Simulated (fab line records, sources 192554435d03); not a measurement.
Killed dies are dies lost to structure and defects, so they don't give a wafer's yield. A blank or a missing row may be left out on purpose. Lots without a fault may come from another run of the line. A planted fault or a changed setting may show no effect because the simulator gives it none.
Chamber matching | flow n5_finfet | N5_BEOL_M8_ETCH_65 on rie_diel-04: 4 sister chambers
The step etches SiARC in CF4, target depth 15.6 nm, time 26 s. 14 wafers are shown with their chamber, then 7 later ones without.

WAFERS WITH THEIR CHAMBER
wafer  | chamber | drypump_motor_current_A (A) | showerhead_plenum_p_Torr (Torr) | throttle_valve_pct (%)
L074.1 | 3       | 6.1                         | 2.07                            | 15.38
L074.2 | 2       | 6.4                         | 2.11                            | 15.95
L074.5 | 2       | 6.3                         | 2.11                            | 15.94
L075.1 | 2       | 6.4                         | 2.11                            | 15.95
L075.2 | 0       | 6.6                         | 2.21                            | 15.46
L075.3 | 1       | 6.1                         | 2.18                            | 15.48
L077.2 | 2       | 6.4                         | 2.11                            | 15.94
L077.3 | 1       | 6.1                         | 2.18                            | 15.50
L077.5 | 3       | 6.1                         | 2.07                            | 15.40
L083.2 | 0       | 6.6                         | 2.20                            | 15.48
L083.4 | 2       | 6.4                         | 2.10                            | 15.98
L083.6 | 0       | 6.6                         | 2.20                            | 15.50
L084.1 | 3       | 6.1                         | 2.06                            | 15.43
L084.2 | 0       | 6.6                         | 2.20                            | 15.52

SIGNATURES (means of the wafers above)
reading                  | chamber 0 | chamber 1 | chamber 2 | chamber 3 | scatter within a chamber
drypump_motor_current_A  | 6.600     | 6.100     | 6.380     | 6.100     | 0.0283
showerhead_plenum_p_Torr | 2.2025    | 2.1800    | 2.1080    | 2.0667    | 0.00471
throttle_valve_pct       | 15.4900   | 15.4900   | 15.9520   | 15.4033   | 0.0213
Rule: a wafer's distance from a chamber is the root of the sum, over the readings, of the square of ((its reading less the chamber's mean) divided by the reading's scatter). The wafer belongs to the nearest chamber; if the next one is less than 2 further off, it can't be placed. The scatter: the root of (the sum of the squares of (reading less its chamber's mean) over the shown wafers, divided by (wafers less chambers)).

WAFERS WITHOUT THEIR CHAMBER
wafer  | drypump_motor_current_A (A) | showerhead_plenum_p_Torr (Torr) | throttle_valve_pct (%)
L084.6 | 6.6                         | 2.20                            | 15.50
L091.1 | 6.1                         | 2.18                            | 15.06
L091.4 | 6.3                         | 2.10                            | 15.51
L091.5 | 6.1                         | 2.17                            | 15.06
L097.1 | 6.6                         | 2.19                            | 15.07
L097.2 | 6.4                         | 2.09                            | 15.53
L097.3 | 6.1                         | 2.05                            | 15.49

WHICH CHAMBER EACH WENT THROUGH
wafer  | from the rows above | in truth
L084.6 | 0                   | 0
L091.1 | 1                   | 1
L091.4 | 3                   | 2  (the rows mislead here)
L091.5 | 1                   | 1
L097.1 | 0                   | 0
L097.2 | 3                   | 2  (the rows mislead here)
L097.3 | 3                   | 3
Placed correctly: 5 of 7. Can't be placed from these rows: 0. Placed wrongly: 2.
